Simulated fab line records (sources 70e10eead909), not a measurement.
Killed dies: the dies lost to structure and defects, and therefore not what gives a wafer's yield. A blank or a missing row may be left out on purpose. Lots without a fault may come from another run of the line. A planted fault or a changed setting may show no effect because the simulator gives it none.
fab line records	flow nand-harc
record lots=24	wafers=72	last-day=34
route steps=1302 shown A_CHANNEL_HOLE_D1@478 A_CHANNEL_FILL_D1@494 A_ONON_D2@563 A_CHANNEL_HOLE_D2@584
lots untouched by any fault: they come from a run of this same line in which no faults occurred
start-h: hours from the record's opening day to when the first of the lot's shown wafers began	wait-h: time in hours since the lot's previous step	" unchanged from the row above	L1.1+2: one row covering several wafers at once	- no value, or no start given	* or withheld: withheld	< > ~ a bound
route shown NAME@n: NAME is a module with steps in the file, n the number in the route of the first one	usual: mean and standard deviation over wafers with no fault	same: alike in all rows	chamber/n: place in a boat	sites: the reading at each site	_std_site: standard deviation across them	_edge_site: mean of outer sites minus mean of inner sites	radius-mm: how far each site lies from the wafer's centre	mask NAME#n: copy n	behind: tool/chamber where the wafer was last shaped	hold: what put the lot on hold/how long, in hours/how the hold closed	device: names the non-switching transistor (n, p or np)	end of line: the same wafers' tests at the end of the route	a step without rows: its recipe alone	killed: dies lost to structure and defects at the first sort, not the wafer's yield	map: a wafer's dies, x killed, . not, _ none there
set.NAME: the setting the step ran with; set.NAME@STEP: the setting that earlier step ran with	model.NAME: the simulator's own value behind a step, which no gauge read
route steps across a sampled set of lots; one table per step, one row per wafer
services: a tool's chamber out of use, with start hour (start-h, from the record's first day; less than 0 if before it), hours out, and reason
## steps
# step NHARC_A_CHANNEL_HOLE_D1_ETCH_26
# recipe bias-v=300	source-w=2000	pressure-mtorr=30	time-s=224.1	ar-flow-sccm=375	c4f8-flow-sccm=11.4	o2-flow-sccm=113.6	temp-c=-20	target-depth-a=3000	chemistry=C4F8/O2/Ar
# usual drypump-motor-current-A=5.82/0.13	mfc-ar-sccm=374.7/1.2	o2-flow-sccm=113.6/0.34	showerhead-plenum-p-Torr=3.69/0.19	throttle-valve-pct=24.584/0.0093
lot.wafer	tool	chamber	start-h	wait-h	drypump-motor-current-A	mfc-ar-sccm	o2-flow-sccm	rf-hours-counter-h	showerhead-plenum-p-Torr	throttle-valve-pct
L074.2	har-etch-01	1	184.00	0.6	5.98	375.5	114.4	87	3.66	24.591
L074.3	"	0	"	"	5.82	373.9	113.7	-	3.78	24.595
L074.5	"	0	"	"	5.84	374.5	114.0	-	3.78	24.598
L075.2	har-etch-02	0	199.08	0.7	5.88	373.1	113.3	314	3.47	24.573
L075.1	"	1	"	"	5.64	376.0	113.9	314	3.44	24.579
L075.4	"	0	"	"	5.90	373.1	113.3	-	3.46	24.566
L076.4	har-etch-01	1	208.23	0.5	5.96	376.1	112.7	-	3.65	24.591
L076.6	"	1	"	"	5.96	376.9	113.0	-	3.65	24.578
L076.5	"	0	"	"	5.82	374.0	113.7	-	3.77	24.587
L077.2	har-etch-02	0	211.63	0.7	5.90	373.9	113.8	322	3.46	24.591
L077.1	"	1	"	"	5.64	375.2	113.0	322	3.43	24.583
L077.5	"	1	"	"	5.65	375.2	113.6	-	3.43	24.600
L078.1	har-etch-02	0	220.27	0.6	5.87	374.8	113.6	325	3.46	24.589
L078.3	"	1	"	"	5.62	375.6	113.9	-	3.43	24.580
L078.5	"	0	"	"	5.84	373.3	113.3	-	3.46	24.568
L079.1	har-etch-01	0	231.05	0.6	5.84	377.0	114.1	114	3.77	24.576
L079.3	"	1	"	"	5.95	373.4	113.5	-	3.64	24.571
L079.5	"	0	"	"	5.84	375.3	113.8	-	3.77	24.608
L080.2	har-etch-02	0	247.13	0.7	5.88	372.4	113.4	337	3.45	24.587
L080.5	"	0	"	"	5.89	374.4	113.3	-	3.45	24.582
L080.6	"	1	"	"	5.63	374.6	113.6	-	3.43	24.577
L081.1	har-etch-01	0	247.45	0.6	5.83	375.8	113.3	122	3.76	24.600
L081.4	"	0	"	"	5.83	372.5	113.4	-	3.76	24.572
L081.6	"	1	"	"	6.00	373.9	113.4	-	3.64	24.580
L082.2	har-etch-01	1	270.95	0.7	5.98	375.0	113.8	136	3.63	24.598
L082.1	"	0	"	"	5.84	373.8	113.8	136	3.75	24.584
L082.5	"	1	"	"	5.97	373.2	113.7	-	3.63	24.569
L083.4	har-etch-02	0	282.68	0.5	5.87	375.6	113.3	-	3.44	24.573
L083.3	"	1	"	"	5.64	373.3	113.2	-	3.99	24.579
L083.6	"	1	"	"	5.64	372.7	113.3	-	3.99	24.585
L084.2	har-etch-01	1	282.77	0.6	5.96	374.7	113.4	148	3.63	24.573
L084.4	"	0	"	"	5.85	375.4	113.8	-	3.75	24.566
L084.6	"	1	"	"	5.96	371.9	114.0	-	3.63	24.587
L085.4	har-etch-02	1	297.05	0.5	5.65	373.5	113.6	-	3.98	24.594
L085.3	"	0	"	"	5.92	374.6	113.2	-	3.43	24.583
L085.6	"	1	"	"	5.64	373.3	113.3	-	3.98	24.591
L086.1	har-etch-01	0	299.82	0.6	5.85	374.2	113.4	159	3.74	24.580
L086.3	"	0	"	"	5.85	374.2	113.2	-	3.74	24.578
L086.5	"	0	"	"	5.85	375.4	113.5	-	3.74	24.581
L087.2	har-etch-02	1	309.10	0.7	5.62	376.1	113.7	364	3.98	24.578
L087.1	"	0	"	"	5.87	373.5	113.6	379	3.43	24.582
L087.5	"	0	"	"	5.88	374.0	112.7	-	3.43	24.588
L089.1	har-etch-02	0	330.55	0.6	5.91	376.5	114.2	387	3.42	24.590
L089.3	"	1	"	"	5.63	374.3	112.9	-	3.98	24.597
L089.4	"	0	"	"	5.93	375.3	113.7	-	3.42	24.576
L088.2	har-etch-01	0	331.61	0.7	5.83	375.5	113.3	171	3.74	24.593
L088.4	"	0	"	"	5.84	375.8	113.5	-	3.73	24.600
L088.6	"	1	"	"	5.94	375.1	113.6	-	3.61	24.599
L090.1	har-etch-02	1	349.00	1.5	5.61	374.2	113.6	387	3.97	24.580
L090.3	"	1	"	"	5.60	374.0	113.8	-	3.97	24.576
L090.6	"	1	"	"	5.59	375.4	113.3	-	3.97	24.590
L091.2	har-etch-01	1	350.03	0.6	5.97	375.8	113.8	186	3.60	24.592
L091.4	"	0	"	"	5.84	374.7	114.1	-	3.73	24.602
L091.3	"	1	"	"	5.96	373.8	113.6	-	3.60	24.573
L092.3	har-etch-01	1	367.84	0.5	5.98	375.2	113.6	-	3.60	24.591
L092.4	"	0	"	"	5.84	375.5	114.0	-	3.72	24.573
L092.6	"	1	"	"	5.97	373.4	113.3	-	3.60	24.597
L093.1	har-etch-02	1	371.30	0.6	5.62	376.8	113.3	406	3.96	24.573
L093.3	"	0	"	"	5.85	373.0	113.6	-	3.99	24.573
L093.5	"	1	"	"	5.62	376.1	113.6	-	3.96	24.581
L095.1	har-etch-01	0	390.04	0.7	5.84	373.3	113.5	209	3.71	24.584
L095.2	"	1	"	"	5.95	374.8	113.5	209	3.59	24.584
L095.3	"	0	"	"	5.84	372.0	113.9	-	3.71	24.587
L094.2	har-etch-02	0	404.06	0.6	5.92	375.2	113.3	4	3.98	24.586
L094.5	"	1	"	"	5.63	374.5	113.7	-	3.95	24.568
L094.6	"	0	"	"	5.84	374.9	113.3	-	3.98	24.578
L097.2	har-etch-01	0	415.77	0.7	5.82	375.1	113.4	228	3.70	24.584
L097.3	"	1	"	"	5.96	376.5	113.5	-	3.58	24.591
L097.6	"	1	"	"	5.96	375.5	113.7	-	3.58	24.596
L096.2	har-etch-02	1	416.66	0.7	5.66	374.7	113.8	15	3.94	24.580
L096.6	"	1	"	"	5.63	375.2	113.8	-	3.94	24.573
L096.5	"	0	"	"	5.89	376.1	114.2	-	3.97	24.589
# step NHARC_A_CHANNEL_FILL_D1_ALD_14
# recipe target-thk-a=25	pulse-time-s=10	ald-cycles=25	temp-c=300	material=SiO2
# usual heater-power-w=494/53	precursor-pulse-height-rel=0.998/0.018
# same pulse-time-s=10
lot.wafer	tool	chamber	start-h	wait-h	heater-power-w	precursor-pulse-height-rel
L074.3	ald-hk-02	2	192.42	0.1	443	0.991
L074.2	"	3	"	"	473	0.987
L074.5	"	2	"	"	439	1.030
L075.4	ald-hk-02	0	209.21	0.9	488	0.987
L075.2	"	1	"	"	578	1.019
L075.1	"	2	"	"	431	0.995
L076.4	ald-hk-04	2	217.33	0.1	570	0.985
L076.5	"	0	"	"	498	1.009
L076.6	"	1	"	"	487	1.008
L077.2	ald-hk-01	2	220.88	0.1	459	1.019
L077.1	"	0	"	"	514	0.995
L077.5	"	2	"	"	463	1.001
L078.1	ald-hk-02	0	229.45	0.1	496	0.992
L078.3	"	1	"	"	601	0.971
L078.5	"	1	"	"	607	0.983
L079.1	ald-hk-01	3	240.26	0.1	441	1.017
L079.3	"	0	"	"	511	0.993
L079.5	"	2	"	"	463	1.019
L080.2	ald-hk-02	2	256.97	0.0	442	1.015
L080.5	"	2	"	"	447	1.026
L080.6	"	3	"	"	467	0.968
L081.4	ald-hk-01	3	256.97	0.0	436	1.021
L081.1	"	2	"	"	453	1.011
L081.6	"	0	"	"	524	1.017
L082.1	ald-hk-04	1	280.12	0.0	486	0.979
L082.2	"	3	"	"	448	0.990
L082.5	"	1	"	"	499	0.977
L083.3	ald-hk-01	3	291.78	0.0	444	0.984
L083.4	"	1	"	"	390	1.001
L083.6	"	3	"	"	455	0.971
L084.4	ald-hk-01	3	292.04	0.3	432	0.987
L084.2	"	0	"	"	518	0.983
L084.6	"	2	"	"	471	0.985
L086.1	ald-hk-04	1	306.31	0.1	495	0.974
L086.3	"	0	"	"	530	0.976
L086.5	"	2	"	"	567	1.003
L085.4	ald-hk-02	0	306.32	0.1	481	1.014
L085.3	"	2	"	"	444	0.974
L085.6	"	3	"	"	490	0.980
L087.1	ald-hk-02	2	318.26	0.1	445	1.008
L087.2	"	0	"	"	500	1.030
L087.5	"	2	"	"	444	0.999
L088.4	ald-hk-02	0	339.66	0.0	489	1.023
L088.2	"	3	"	"	485	0.986
L088.6	"	0	"	"	491	1.005
L089.1	ald-hk-04	3	339.70	0.1	452	0.968
L089.4	"	0	"	"	524	0.998
L089.3	"	1	"	"	508	0.980
L090.1	ald-hk-04	0	359.26	0.7	528	0.992
L090.3	"	1	"	"	484	0.984
L090.6	"	0	"	"	519	0.991
L091.2	ald-hk-02	1	365.71	0.0	564	0.956
L091.4	"	2	"	"	460	0.984
L091.3	"	3	"	"	464	1.016
L092.4	ald-hk-02	2	377.91	1.0	461	0.980
L092.3	"	3	"	"	473	0.991
L092.6	"	0	"	"	485	1.008
L093.1	ald-hk-02	0	380.46	0.0	492	1.002
L093.3	"	3	"	"	481	0.999
L093.5	"	1	"	"	569	0.975
L095.2	ald-hk-04	2	399.71	0.1	572	1.014
L095.3	"	3	"	"	464	0.996
L095.1	"	0	"	"	513	1.012
L094.2	ald-hk-02	2	414.38	1.3	456	1.028
L094.5	"	1	"	"	562	1.000
L094.6	"	2	"	"	459	0.997
L097.2	ald-hk-01	2	425.14	0.1	446	0.977
L097.3	"	3	"	"	423	1.029
L097.6	"	2	"	"	439	1.017
L096.2	ald-hk-04	3	425.18	0.1	454	0.973
L096.5	"	1	"	"	517	0.991
L096.6	"	2	"	"	589	1.010
# step NHARC_A_CHANNEL_FILL_D1_INSPECT_13
# usual raw-defect-count=318/150
lot.wafer	tool	chamber	start-h	wait-h	raw-defect-count
L074.2	defect-inspect-02	-	237.58	0.0	519
L074.3	"	-	"	"	266
L074.5	"	-	"	"	232
L075.1	defect-inspect-02	-	250.50	0.0	656
L075.2	"	-	"	"	549
L075.4	"	-	"	"	861
L077.1	defect-inspect-02	-	258.95	0.0	275
L077.2	"	-	"	"	230
L077.5	"	-	"	"	338
L076.4	defect-inspect-01	-	258.95	0.0	164
L076.5	"	-	"	"	117
L076.6	"	-	"	"	179
L078.1	defect-inspect-02	-	271.15	0.0	387
L078.3	"	-	"	"	225
L078.5	"	-	"	"	381
L079.1	defect-inspect-02	-	281.36	0.0	323
L079.3	"	-	"	"	455
L079.5	"	-	"	"	312
L081.1	defect-inspect-01	-	301.83	0.0	406
L081.4	"	-	"	"	324
L081.6	"	-	"	"	223
L080.2	defect-inspect-02	-	301.83	0.0	258
L080.5	"	-	"	"	376
L080.6	"	-	"	"	296
L082.1	defect-inspect-01	-	323.42	0.0	75
L082.2	"	-	"	"	109
L082.5	"	-	"	"	200
L084.2	defect-inspect-02	-	332.55	0.0	266
L084.4	"	-	"	"	187
L084.6	"	-	"	"	253
L083.3	defect-inspect-01	-	332.55	0.0	331
L083.4	"	-	"	"	342
L083.6	"	-	"	"	410
L086.1	defect-inspect-02	-	347.32	0.0	616
L086.3	"	-	"	"	221
L086.5	"	-	"	"	190
L085.3	defect-inspect-01	-	347.33	0.0	275
L085.4	"	-	"	"	281
L085.6	"	-	"	"	270
L087.1	defect-inspect-01	-	359.27	0.0	413
L087.2	"	-	"	"	244
L087.5	"	-	"	"	403
L089.1	defect-inspect-02	-	381.36	0.0	345
L089.3	"	-	"	"	263
L089.4	"	-	"	"	439
L088.2	defect-inspect-02	-	381.39	0.0	248
L088.4	"	-	"	"	304
L088.6	"	-	"	"	304
L090.1	defect-inspect-01	-	404.00	0.0	298
L090.3	"	-	"	"	201
L090.6	"	-	"	"	311
L091.2	defect-inspect-01	-	406.88	0.0	249
L091.3	"	-	"	"	150
L091.4	"	-	"	"	219
L092.3	defect-inspect-02	-	422.41	0.0	326
L092.4	"	-	"	"	493
L092.6	"	-	"	"	209
L093.1	defect-inspect-01	-	422.50	0.0	423
L093.3	"	-	"	"	614
L093.5	"	-	"	"	373
L095.1	defect-inspect-02	-	440.63	0.0	278
L095.2	"	-	"	"	250
L095.3	"	-	"	"	217
L094.2	defect-inspect-02	-	456.37	0.0	191
L094.5	"	-	"	"	192
L094.6	"	-	"	"	307
L097.2	defect-inspect-01	-	469.96	0.0	323
L097.3	"	-	"	"	287
L097.6	"	-	"	"	629
L096.2	defect-inspect-01	-	470.11	0.0	505
L096.5	"	-	"	"	317
L096.6	"	-	"	"	211
# step NHARC_A_ONON_D2_THK_MEAS_27
# recipe thk-meas-gauge=ellipsometry
# usual thk-nm=1001/7.6
lot.wafer	tool	chamber	start-h	wait-h	thk-nm
L074.2	film-metro-02	-	282.80	-	1006
L074.3	"	-	"	"	1007
L074.5	"	-	"	"	1006
L075.1	film-metro-01	-	302.85	-	1007
L075.2	"	-	"	"	1008
L075.4	"	-	"	"	1008
L077.1	film-metro-02	-	302.87	-	998
L077.2	"	-	"	"	999
L077.5	"	-	"	"	1000
L076.4	film-metro-01	-	302.89	-	1008
L076.5	"	-	"	"	1009
L076.6	"	-	"	"	1006
L078.1	film-metro-01	-	326.26	-	995
L078.3	"	-	"	"	992
L078.5	"	-	"	"	993
L079.1	film-metro-02	-	330.48	-	1005
L079.3	"	-	"	"	1005
L079.5	"	-	"	"	1004
L080.2	film-metro-02	-	345.75	-	993
L080.5	"	-	"	"	994
L080.6	"	-	"	"	993
L081.1	film-metro-02	-	345.79	-	1010
L081.4	"	-	"	"	1006
L081.6	"	-	"	"	1007
L082.1	film-metro-02	-	368.19	-	1007
L082.2	"	-	"	"	1007
L082.5	"	-	"	"	1005
L084.2	film-metro-01	-	384.49	-	999
L084.4	"	-	"	"	998
L084.6	"	-	"	"	999
L083.3	film-metro-01	-	384.50	-	1023
L083.4	"	-	"	"	1023
L083.6	"	-	"	"	1021
L086.1	film-metro-02	-	397.46	-	999
L086.3	"	-	"	"	999
L086.5	"	-	"	"	1000
L085.3	film-metro-01	-	397.47	-	1005
L085.4	"	-	"	"	1006
L085.6	"	-	"	"	1009
L087.1	film-metro-01	-	406.48	-	999
L087.2	"	-	"	"	996
L087.5	"	-	"	"	996
L089.1	film-metro-02	-	426.40	-	998
L089.3	"	-	"	"	999
L089.4	"	-	"	"	998
L088.2	film-metro-01	-	426.41	-	1004
L088.4	"	-	"	"	1002
L088.6	"	-	"	"	1002
L091.2	film-metro-01	-	448.69	-	1006
L091.3	"	-	"	"	1005
L091.4	"	-	"	"	1006
L090.1	film-metro-02	-	448.71	-	1001
L090.3	"	-	"	"	1000
L090.6	"	-	"	"	1002
L093.1	film-metro-02	-	472.13	-	985
L093.3	"	-	"	"	987
L093.5	"	-	"	"	987
L092.3	film-metro-01	-	472.14	-	990
L092.4	"	-	"	"	991
L092.6	"	-	"	"	990
L095.1	film-metro-01	-	487.84	-	999
L095.2	"	-	"	"	997
L095.3	"	-	"	"	997
L094.2	film-metro-01	-	511.73	-	1005
L094.5	"	-	"	"	1005
L094.6	"	-	"	"	1006
L096.2	film-metro-01	-	522.03	-	992
L096.5	"	-	"	"	989
L096.6	"	-	"	"	992
L097.2	film-metro-02	-	522.21	-	993
L097.3	"	-	"	"	994
L097.6	"	-	"	"	994
# step NHARC_A_CHANNEL_HOLE_D2_INSPECT_12
# usual raw-defect-count=31/24
lot.wafer	tool	chamber	start-h	wait-h	raw-defect-count
L074.2	defect-inspect-01	-	287.40	0.0	8
L074.3	"	-	"	"	5
L074.5	"	-	"	"	7
L075.1	defect-inspect-01	-	308.86	0.0	53
L075.2	"	-	"	"	60
L075.4	"	-	"	"	55
L077.1	defect-inspect-02	-	310.71	0.0	66
L077.2	"	-	"	"	60
L077.5	"	-	"	"	56
L076.4	defect-inspect-01	-	310.88	0.0	2
L076.5	"	-	"	"	11
L076.6	"	-	"	"	2
L078.1	defect-inspect-02	-	332.86	0.0	59
L078.3	"	-	"	"	64
L078.5	"	-	"	"	59
L079.1	defect-inspect-01	-	336.47	0.0	7
L079.3	"	-	"	"	6
L079.5	"	-	"	"	4
L080.2	defect-inspect-01	-	350.60	0.0	58
L080.5	"	-	"	"	55
L080.6	"	-	"	"	65
L081.1	defect-inspect-01	-	350.75	0.0	11
L081.4	"	-	"	"	8
L081.6	"	-	"	"	8
L082.1	defect-inspect-01	-	372.51	0.0	9
L082.2	"	-	"	"	6
L082.5	"	-	"	"	11
L084.2	defect-inspect-01	-	393.10	0.0	11
L084.4	"	-	"	"	12
L084.6	"	-	"	"	13
L083.3	defect-inspect-01	-	393.70	0.0	50
L083.4	"	-	"	"	58
L083.6	"	-	"	"	62
L086.1	defect-inspect-01	-	404.67	0.0	8
L086.3	"	-	"	"	7
L086.5	"	-	"	"	11
L085.3	defect-inspect-01	-	405.71	0.0	49
L085.4	"	-	"	"	62
L085.6	"	-	"	"	54
L087.1	defect-inspect-01	-	415.09	0.0	56
L087.2	"	-	"	"	65
L087.5	"	-	"	"	64
L089.1	defect-inspect-02	-	433.11	0.1	66
L089.3	"	-	"	"	58
L089.4	"	-	"	"	65
L088.2	defect-inspect-02	-	433.43	0.0	7
L088.4	"	-	"	"	7
L088.6	"	-	"	"	14
L091.2	defect-inspect-01	-	453.63	0.0	23
L091.3	"	-	"	"	17
L091.4	"	-	"	"	20
L090.1	defect-inspect-02	-	455.51	0.0	64
L090.3	"	-	"	"	55
L090.6	"	-	"	"	59
L093.1	defect-inspect-01	-	476.95	0.0	74
L093.3	"	-	"	"	56
L093.5	"	-	"	"	44
L092.3	defect-inspect-02	-	477.08	0.0	25
L092.4	"	-	"	"	16
L092.6	"	-	"	"	23
L095.1	defect-inspect-02	-	492.51	0.0	20
L095.2	"	-	"	"	25
L095.3	"	-	"	"	25
L094.2	defect-inspect-02	-	515.72	0.0	5
L094.5	"	-	"	"	4
L094.6	"	-	"	"	3
L096.2	defect-inspect-02	-	527.70	0.0	9
L096.5	"	-	"	"	4
L096.6	"	-	"	"	3
L097.2	defect-inspect-02	-	527.89	0.0	22
L097.3	"	-	"	"	29
L097.6	"	-	"	"	20
# step NHARC_A_CHANNEL_HOLE_D2_ETCH_21
# recipe bias-v=3000	source-w=withheld	pressure-mtorr=20	time-s=514.3	ar-flow-sccm=375	c4f8-flow-sccm=89.3	o2-flow-sccm=35.7	temp-c=-20	target-depth-a=16000	chemistry=C4F8/O2/Ar
# usual drypump-motor-current-A=5.85/0.12	mfc-ar-sccm=375.2/1.2	o2-flow-sccm=35.70/0.11	showerhead-plenum-p-Torr=3.69/0.16	throttle-valve-pct=32.154/0.0084
lot.wafer	tool	chamber	start-h	wait-h	drypump-motor-current-A	mfc-ar-sccm	o2-flow-sccm	rf-hours-counter-h	showerhead-plenum-p-Torr	throttle-valve-pct
L074.2	har-etch-02	0	289.40	0.3	5.92	374.7	35.86	368	3.40	32.141
L074.3	"	0	"	"	5.94	374.8	35.83	-	3.40	32.142
L074.5	"	0	"	"	5.87	374.0	35.63	-	3.40	32.134
L075.2	har-etch-01	1	310.52	0.3	6.00	372.6	35.69	160	3.58	32.153
L075.1	"	0	"	"	5.82	374.5	35.49	160	3.70	32.163
L075.4	"	1	"	"	5.99	374.1	35.65	-	3.58	32.157
L077.2	har-etch-02	1	312.37	0.3	5.63	377.0	35.66	365	3.92	32.161
L077.1	"	0	"	"	5.88	375.4	35.87	380	3.40	32.141
L077.5	"	1	"	"	5.62	374.8	35.73	-	3.92	32.155
L076.4	har-etch-01	0	314.92	0.3	5.83	373.9	35.41	-	3.69	32.153
L076.6	"	1	"	"	6.00	374.9	35.79	-	3.58	32.158
L076.5	"	0	"	"	5.84	374.8	35.54	-	3.69	32.146
L078.1	har-etch-01	1	334.52	0.3	5.96	376.7	35.61	171	3.57	32.158
L078.3	"	0	"	"	5.83	373.3	35.69	-	3.69	32.149
L078.5	"	1	"	"	6.00	374.6	35.54	-	3.57	32.153
L079.1	har-etch-01	0	338.69	0.3	5.83	373.3	35.53	175	3.69	32.163
L079.3	"	1	"	"	5.95	375.9	35.78	-	3.57	32.155
L079.5	"	0	"	"	5.84	375.6	35.71	-	3.69	32.162
L080.2	har-etch-01	1	358.41	0.3	5.98	375.6	35.80	194	3.56	32.163
L080.5	"	1	"	"	5.97	375.2	35.76	-	3.56	32.149
L080.6	"	0	"	"	5.83	373.8	35.75	-	3.68	32.162
L081.1	har-etch-02	1	361.66	0.3	5.64	377.3	35.71	399	3.90	32.148
L081.4	"	1	"	"	5.65	375.1	35.54	-	3.90	32.164
L081.6	"	0	"	"	5.90	375.2	35.55	-	3.93	32.157
L082.1	har-etch-01	0	374.19	0.3	5.82	376.1	35.53	202	3.67	32.153
L082.2	"	1	"	"	5.94	375.8	35.67	202	3.56	32.147
L082.5	"	0	"	"	5.84	375.5	35.70	-	3.67	32.167
L084.2	har-etch-01	1	394.77	0.3	5.96	373.0	35.76	210	3.55	32.148
L084.4	"	0	"	"	5.82	376.1	35.72	-	3.67	32.142
L084.6	"	0	"	"	5.82	376.9	35.62	-	3.67	32.151
L083.4	har-etch-01	1	399.12	0.3	5.96	374.5	35.60	-	3.55	32.154
L083.3	"	0	"	"	5.83	377.1	35.78	-	3.67	32.140
L083.6	"	0	"	"	5.83	374.7	35.81	-	3.67	32.152
L086.1	har-etch-01	0	408.28	0.3	5.84	374.4	35.69	221	3.66	32.146
L086.3	"	1	"	"	5.97	374.8	35.73	-	3.55	32.143
L086.5	"	0	"	"	5.83	375.8	35.84	-	3.66	32.151
L085.3	har-etch-02	1	409.31	0.3	5.64	373.5	35.88	-	3.89	32.156
L085.4	"	0	"	"	5.91	374.7	35.63	-	3.92	32.169
L085.6	"	1	"	"	5.63	375.8	35.98	-	3.89	32.158
L087.2	har-etch-02	1	417.47	0.3	5.65	376.1	35.77	16	3.89	32.163
L087.1	"	0	"	"	5.97	375.6	35.61	16	3.92	32.149
L087.5	"	1	"	"	5.64	375.7	35.76	-	3.89	32.162
L089.1	har-etch-02	0	436.95	0.3	5.90	375.9	35.56	27	3.91	32.152
L089.3	"	1	"	"	5.63	375.8	35.80	-	3.88	32.148
L089.4	"	0	"	"	5.92	377.4	35.53	-	3.91	32.151
L088.2	har-etch-01	0	437.47	0.3	5.84	373.9	35.86	244	3.65	32.149
L088.4	"	0	"	"	5.85	374.1	35.61	-	3.65	32.147
L088.6	"	1	"	"	5.98	377.7	35.78	-	3.53	32.142
L091.2	har-etch-01	0	455.29	0.3	5.83	376.3	35.70	252	3.65	32.163
L091.4	"	0	"	"	5.84	377.5	35.64	-	3.65	32.148
L091.3	"	1	"	"	6.00	375.1	35.57	-	3.53	32.144
L090.1	har-etch-02	0	457.48	0.3	5.87	373.3	35.57	38	3.90	32.154
L090.3	"	0	"	"	5.85	375.5	35.74	-	3.90	32.151
L090.6	"	1	"	"	5.64	374.0	35.71	-	3.87	32.149
L093.1	har-etch-02	1	480.69	0.3	5.61	376.8	35.75	50	3.87	32.159
L093.3	"	1	"	"	5.63	376.4	35.62	-	3.87	32.141
L093.5	"	0	"	"	5.92	375.1	35.72	-	3.90	32.158
L092.4	har-etch-01	0	481.04	0.3	5.84	374.8	35.70	-	3.64	32.160
L092.3	"	1	"	"	6.00	374.8	35.63	-	3.52	32.143
L092.6	"	0	"	"	5.81	376.7	35.85	-	3.64	32.165
L095.2	har-etch-01	0	494.18	0.3	5.83	375.6	35.77	275	3.63	32.150
L095.1	"	1	"	"	5.97	375.1	35.67	275	3.52	32.157
L095.3	"	1	"	"	6.00	374.2	35.80	-	3.52	32.158
L094.2	har-etch-01	0	517.38	0.3	5.83	374.4	35.61	283	3.63	32.155
L094.5	"	0	"	"	5.83	375.7	35.82	-	3.63	32.149
L094.6	"	1	"	"	5.97	376.4	35.83	-	3.51	32.149
L096.2	har-etch-01	1	529.94	0.6	5.94	374.3	35.69	-	3.51	32.144
L096.5	"	1	"	"	5.97	375.5	35.79	-	3.51	32.142
L096.6	"	1	"	"	5.95	375.4	35.64	-	3.51	32.171
L097.2	har-etch-02	1	532.12	0.3	5.62	376.2	35.77	80	3.85	32.168
L097.3	"	0	"	"	5.93	374.6	35.61	-	3.88	32.165
L097.6	"	1	"	"	5.62	376.3	35.69	-	3.85	32.146
## services
tool	chamber	start-h	hours	kind
ald-hk-02	-	173.34	10.0	pm
ald-hk-02	-	203.25	1.4	repair
ald-hk-04	-	257.47	10.0	pm
har-etch-02	1	260.37	-	consumable-replace:showerhead
har-etch-02	1	260.37	17.0	scheduled-down
har-etch-02	1	260.37	17.0	vent-cycle
ald-hk-01	-	264.41	1.0	repair
ald-hk-01	-	285.58	2.4	repair
ald-hk-01	-	296.00	10.0	pm
har-etch-02	0	339.00	-	consumable-replace:showerhead
har-etch-02	0	339.00	17.0	scheduled-down
har-etch-02	0	339.00	17.0	vent-cycle
har-etch-02	-	382.85	17.0	pm
har-etch-02	0	382.85	17.0	vent-cycle
har-etch-02	1	382.85	17.0	vent-cycle
har-etch-02	0	399.85	-	clean
har-etch-02	0	399.85	-	consumable-replace:focus-ring
har-etch-02	1	399.85	-	clean
ald-hk-04	-	435.47	10.0	pm
ald-hk-01	-	474.00	10.0	pm
har-etch-01	0	521.11	-	consumable-replace:esc
har-etch-01	0	521.11	17.0	scheduled-down
har-etch-01	0	521.11	17.0	vent-cycle
ald-hk-02	-	530.91	10.0	pm
## key
fault none
